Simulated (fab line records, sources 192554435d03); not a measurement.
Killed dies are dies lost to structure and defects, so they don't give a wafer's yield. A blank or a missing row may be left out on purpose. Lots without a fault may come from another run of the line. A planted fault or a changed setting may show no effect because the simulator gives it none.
One fault seen from 2 desks | flow n5_finfet | each desk has only its own numbers; what lay behind them comes last

THE TOOL OWNER'S DESK: litho_track-02
The tool's own readings at N5_FIN_SAQP_COAT_49 (time 60 s, resist thk 100 nm): means of the sampled wafers that have a number, for each lot that ran on this tool. A lot is out of limits, marked OUT, if its mean lies more than 4 standard deviations from the usual mean; the brackets give that distance.
Columns: A = heater_power_total_W at N5_FIN_SAQP_COAT_49, usual 500.5 W; B = run_length_s at N5_FIN_SAQP_COAT_49, usual 66.26 s
lot  | first seen here | A                | B
L204 | day 1 22:02     | 501.8            | 66.33
L209 | day 3 03:24     | 499.9            | 66.37
L212 | day 3 21:55     | 502.3            | 66.39
L216 | day 4 21:49     | 500.8            | 66.45
L219 | day 5 15:17     | 509.8 (+5.2) OUT | 64.71 (-7.8) OUT
L220 | day 5 21:35     | 513.5 (+7.2) OUT | 63.87 (-12) OUT
L223 | day 6 17:04     | 527.6 (+15) OUT  | 61.57 (-23) OUT
This desk's finding: out of limits on L219, L220, L223; first on L219, day 5 15:17 (heater_power_total_W at N5_FIN_SAQP_COAT_49). In limits: L204, L209, L212, L216.

THE METROLOGY DESK
What the gauges read, lot by lot, whatever tool the lot ran on: means of the sampled wafers that have a number. A lot is out of limits, marked OUT, if its mean lies more than 4 standard deviations from the usual mean; the brackets give that distance. Of its 11 readings 7 are shown: those that lie furthest out on some lot.
Columns: A = DIBL_N at N5_BEOL_M4_RC_MEAS_101, usual 35.9 mV/V; B = DIBL_P at N5_BEOL_M4_RC_MEAS_101, usual 35.6 mV/V; C = IOFF_P at N5_BEOL_M4_RC_MEAS_101, usual 0.20 nA/um; D = ION_N at N5_BEOL_M4_RC_MEAS_101, usual 671 uA/um; E = ION_P at N5_BEOL_M4_RC_MEAS_101, usual 460 uA/um; F = SS_N at N5_BEOL_M4_RC_MEAS_101, usual 71.4 mV/dec; G = VT_P at N5_BEOL_M4_RC_MEAS_101, usual -251 mV
lot  | first seen here | A    | B    | C    | D   | E   | F    | G
L204 | day 1 21:54     | 34.6 | 34.2 | 0.15 | 658 | 450 | 70.4 | -257
L205 | day 2 02:50     | 35.7 | 35.3 | 0.20 | 669 | 459 | 71.0 | -250
L207 | day 2 14:53     | 35.1 | 35.9 | 0.17 | 668 | 453 | 71.3 | -256
L208 | day 2 21:28     | 33.6 | 34.2 | 0.18 | 667 | 457 | 71.0 | -253
L209 | day 3 03:17     | 35.5 | 33.2 | 0.17 | 670 | 458 | 71.0 | -252
L212 | day 3 21:47     | 36.2 | 38.5 | 0.23 | 687 | 475 | 71.1 | -247
L213 | day 4 03:29     | 34.2 | 33.9 | 0.18 | 664 | 464 | 70.8 | -250
L216 | day 4 21:41     | 36.3 | 35.8 | 0.18 | 669 | 455 | 71.0 | -255
L219 | day 5 15:11     | 37.2 | 36.5 | 0.19 | 673 | 462 | 71.9 | -252
L220 | day 5 21:28     | 36.8 | 35.2 | 0.18 | 668 | 456 | 71.1 | -252
L223 | day 6 16:57     | 34.8 | 33.7 | 0.18 | 654 | 454 | 71.5 | -250
This desk's finding: nothing out of limits on any of the 11 lots.

PUT TOGETHER
The tool owner's desk could have raised an alarm at day 5 15:17, on L219, L220, L223.
The metrology desk saw nothing out of limits.
The metrology desk has L219, L220, L223 on record, within its limits.
Of the lots named, all ran N5_FIN_SAQP_COAT_49 on litho_track-02.

WHAT THE SIMULATOR HAD PUT IN
Process parameter drift: litho_track-02, from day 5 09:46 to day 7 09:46, at N5_FIN_SAQP_COAT_49. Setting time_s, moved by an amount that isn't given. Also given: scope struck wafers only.
Lots struck among those shown: L219, L220, L223.
Hours from the fault's start to each desk's first reading out of limits: the tool owner's desk, 6.
